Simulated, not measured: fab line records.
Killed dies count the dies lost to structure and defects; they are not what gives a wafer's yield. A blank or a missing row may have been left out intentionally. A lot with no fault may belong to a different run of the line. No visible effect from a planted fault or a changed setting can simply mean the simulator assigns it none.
The tool behind it: which one? -- flow n5 finfet -- 12 lots with 34 wafers sampled at 3 steps, on a route of 1938 steps

WHAT THE GAUGES READ, wafer by wafer
N5_BEOL_M8_CD_MEAS_11: target cd 38.5 nm.
lot,measured,on,cd nm (nm)
L857,day 10 23:02,cd sem-01,38.0 38.7 38.2
L855,day 10 23:12,cd sem-03,37.5 37.9 37.5
L860,day 11 04:50,cd sem-03,38.2 39.0 38.5
L858,day 11 09:46,cd sem-01,38.7 37.8 38.6
L856,day 11 14:46,cd sem-03,36.7 37.9
L862,day 11 18:56,cd sem-02,38.7 40.0 38.5
L863,day 11 23:58,cd sem-02,38.1 37.8 38.6
L868,day 13 19:16,cd sem-02,38.9 38.3 38.7
L869,day 14 03:20,cd sem-03,39.2 38.5 37.3
L871,day 14 06:31,cd sem-03,37.6 37.2
L875,day 15 14:52,cd sem-02,38.6 37.3 39.4
L876,day 15 15:01,cd sem-02,38.6 37.5 38.6

WHICH TOOL RAN EACH LOT (tool, then ch and the chambers of the sampled wafers, then the start)
lot,N5_BEOL_M8_ILD_DEP_00,N5_BEOL_M8_PECVD_70
L857,"pecvd-02 ch 1,2, day 10 20:58","pecvd-02 ch 1,2, day 10 21:37"
L855,"pecvd-04 ch 0,1,2, day 10 21:14","pecvd-04 ch 0,1, day 10 21:50"
L860,"pecvd-02 ch 1,2, day 11 01:08","pecvd-04 ch 1,2, day 11 02:16"
L858,"pecvd-04 ch 0,1, day 11 07:22","pecvd-02 ch 1,2, day 11 08:15"
L856,"pecvd-01 ch 1,2, day 11 10:44","pecvd-01 ch 2, day 11 11:49"
L862,"pecvd-01 ch 0,1,2, day 11 17:23","pecvd-01 ch 0,1,2, day 11 17:59"
L863,"pecvd-01 ch 0,2, day 11 22:26","pecvd-02 ch 0,1, day 11 23:02"
L868,"pecvd-01 ch 0,1,2, day 13 17:01","pecvd-02 ch 0,2, day 13 17:38"
L869,"pecvd-02 ch 1,2, day 14 01:10","pecvd-01 ch 0,1,2, day 14 01:47"
L871,"pecvd-01 ch 1,2, day 14 04:31","pecvd-02 ch 0,2, day 14 05:08"
L875,"pecvd-02 ch 0,1,2, day 15 12:37","pecvd-01 ch 0,1,2, day 15 13:14"
L876,"pecvd-02 ch 0,1,2, day 15 12:53","pecvd-01 ch 0,1,2, day 15 13:30"
- N5_BEOL_M8_ILD_DEP_00: deposits SiCOH lowk from DEMS/porogen, target thk 179.75 nm, time 33.4 s.
- N5_BEOL_M8_PECVD_70: deposits SiO2 from TEOS/O2, target thk 20 nm, time 22.7 s.

AS READ BY THE TOOLS THEMSELVES (means over the sampled wafers that have a number; for cases with no such wafer, the mark the record gives instead)
N5_BEOL_M8_ILD_DEP_00.
lot,tool,heater power w (W),showerhead plenum p Torr (Torr),throttle valve pct (%)
L857,pecvd-02,299,5.743,13.8
L855,pecvd-04,355,5.729,13.6
L860,pecvd-02,339,5.733,13.6
L858,pecvd-04,339,5.731,14.2
L856,pecvd-01,320,5.748,13.9
L862,pecvd-01,289,5.745,13.9
L863,pecvd-01,283,5.747,13.7
L868,pecvd-01,304,5.745,14.0
L869,pecvd-02,296,5.746,13.5
L871,pecvd-01,332,5.752,13.8
L875,pecvd-02,321,5.734,13.5
L876,pecvd-02,343,5.734,13.4

N5_BEOL_M8_PECVD_70.
lot,tool,heater power w (W),showerhead plenum p Torr (Torr),throttle valve pct (%)
L857,pecvd-02,712,8.77,21.9
L855,pecvd-04,826,8.75,23.0
L860,pecvd-04,783,8.74,21.9
L858,pecvd-02,766,8.79,21.9
L856,pecvd-01,766,8.82,22.1
L862,pecvd-01,710,8.80,22.1
L863,pecvd-02,747,8.80,21.8
L868,pecvd-02,764,8.77,21.7
L869,pecvd-01,682,8.79,22.3
L871,pecvd-02,766,8.79,21.6
L875,pecvd-01,658,8.80,22.4
L876,pecvd-01,666,8.79,22.4

THE ANSWER, worked out from the rows above alone
Rule: the lots themselves supply what counts as usual. The widest of any qualifying gaps counts: lots, ordered by their means at a reading, are off when they make up no more than a third of the lots, leave a main group of 4 or more, and stand apart from it by 3 or more times the standard deviation of that group's means. If all means in a main group match to the digits the tables above print for the reading, that group is not used. Also off: a lot with no number at a reading for which 4 or more lots have one. Where the step has rows for the other lots, those lots are counted as sound. First the gauges in route order, then the tools' own readings, where a lot's mean is used as printed above. At the first step where some lot is off, the reading lying furthest off is the one used; lots without a number count as furthest.
No lot is off on any of the readings shown, so nothing can be concluded from this.

WHAT THE SIMULATOR PUT IN
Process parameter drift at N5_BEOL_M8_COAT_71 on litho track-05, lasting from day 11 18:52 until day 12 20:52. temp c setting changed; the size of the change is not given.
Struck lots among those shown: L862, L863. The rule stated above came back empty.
